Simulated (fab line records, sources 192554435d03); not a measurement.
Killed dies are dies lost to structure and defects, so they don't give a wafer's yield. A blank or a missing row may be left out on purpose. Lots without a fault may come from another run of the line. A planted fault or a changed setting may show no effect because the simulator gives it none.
Split-lot experiment | flow n5_finfet | 7 lots, 21 wafers read, on a route of 1938 steps

THE SPLIT
At N5_BEOL_M0_SAQP_ETCH_107 (etches SiNx in CH3F/O2, target depth 30 nm), the setting source_w was moved away from the recipe's 395 W on 6 of the 21 wafers read, by -17.7% to +11.5%. The other wafers ran this setting at the recipe's value.

The reading is taken at the split's own step.

THE READING
rf_vpp_V, in V, at N5_BEOL_M0_SAQP_ETCH_107 (etches SiNx in CH3F/O2, target depth 30 nm). Fault-free wafers of this fab line usually give 298 V, standard deviation 3.2 V.

wafer  | tool, chamber at the split | source_w as run, W | against the recipe | rf_vpp_V, V | against lot-mates on the recipe
L079.1 | rie_diel-04, 1             | 395                | recipe             | 299         | -
L079.3 | rie_diel-04, 3             | 395                | recipe             | 301         | -
L079.5 | rie_diel-04, 1             | 395                | recipe             | 301         | -
L082.2 | rie_diel-01, 1             | 395                | recipe             | 292         | -
L082.4 | rie_diel-01, 2             | 370.9              | -6.1%              | 309         | +17
L082.5 | rie_diel-01, 1             | 370.9              | -6.1%              | 300         | +8
L087.1 | rie_diel-01, 0             | 395                | recipe             | 298         | -
L087.3 | rie_diel-01, 3             | 395                | recipe             | 296         | -
L087.4 | rie_diel-01, 1             | 325.1              | -17.7%             | 320         | +23
L091.3 | rie_diel-04, 1             | 395                | recipe             | 300         | -
L091.4 | rie_diel-04, 2             | 395                | recipe             | 299         | -
L091.5 | rie_diel-04, 3             | 395                | recipe             | 301         | -
L093.1 | rie_diel-01, 2             | 440.6              | +11.5%             | 284         | -7
L093.2 | rie_diel-01, 1             | 395                | recipe             | 291         | -
L093.4 | rie_diel-01, 0             | 440.6              | +11.5%             | 280         | -11
L094.1 | rie_diel-01, 3             | 395                | recipe             | 296         | -
L094.2 | rie_diel-01, 0             | 395                | recipe             | 295         | -
L094.6 | rie_diel-01, 0             | 395                | recipe             | 295         | -
L096.2 | rie_diel-06, 3             | 418.7              | +6.0%              | 288         | -9
L096.4 | rie_diel-06, 0             | 395                | recipe             | 295         | -
L096.5 | rie_diel-06, 3             | 395                | recipe             | 299         | -

THE FIT
A straight line over all 21 wafers: rf_vpp_V changes by -1.3 V for each +1% of source_w; r = -0.93; the points scatter about the line by 3.2 V.
The same after taking each lot's own level away (the mean of its wafers on the recipe; 21 wafers): -1.19 V for each +1%; r = -0.93; scatter 2.8 V.
On that fit, the largest move of source_w shifts the reading by 21 V.
The lots' own levels span 291.0 to 300.3 V, that is 2.9 times the standard deviation above.
So the lot-to-lot level changes the slope little: the two slopes agree.
Check: with one of the wafers moved furthest among these (-17.7%) left out of the fit, the line predicts +21 V for it against its lot-mates. It came out at +23 V against them.
Tool readings at the split's step, against how far the setting was moved: rf_vpp_V r = -0.93.

OTHER SPLITS ON THESE WAFERS
These wafers also went through other splits before the reading. Each is held against what the fit with the lots' levels taken away leaves over:
other split on the same wafers         | wafers away from the commonest value | r with rf_vpp_V (lot level and that fit taken away)
N5_MOL_CONTACT_COAG_EXPOSE_37 dose_mj  | 10                                   | -0.04
N5_MOL_CONTACT_COAG_ALD_133 ald_cycles | 8                                    | -0.24

THE WHOLE CHAIN: every reading that the file lists as answering this split, in the file's order
step                     | what it does                               | reading                                                                        | change (the file's fit)               | r (the file's)
N5_BEOL_M0_SAQP_ETCH_107 | etches SiNx in CH3F/O2, target depth 30 nm | rf_vpp_V                                                                       | -1.23 V for each +1% of the setting   | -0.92
N5_BEOL_M0_SAQP_ETCH_107 | etches SiNx in CH3F/O2, target depth 30 nm | BEOL_M0_SAQP.feature_depth_nm (the simulator's own value, which no gauge read) | +0.118 nm for each +1% of the setting | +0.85

THE FILE'S OWN FIT
rf_vpp_V changes by -1.23 V for each +1% of source_w, r = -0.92.
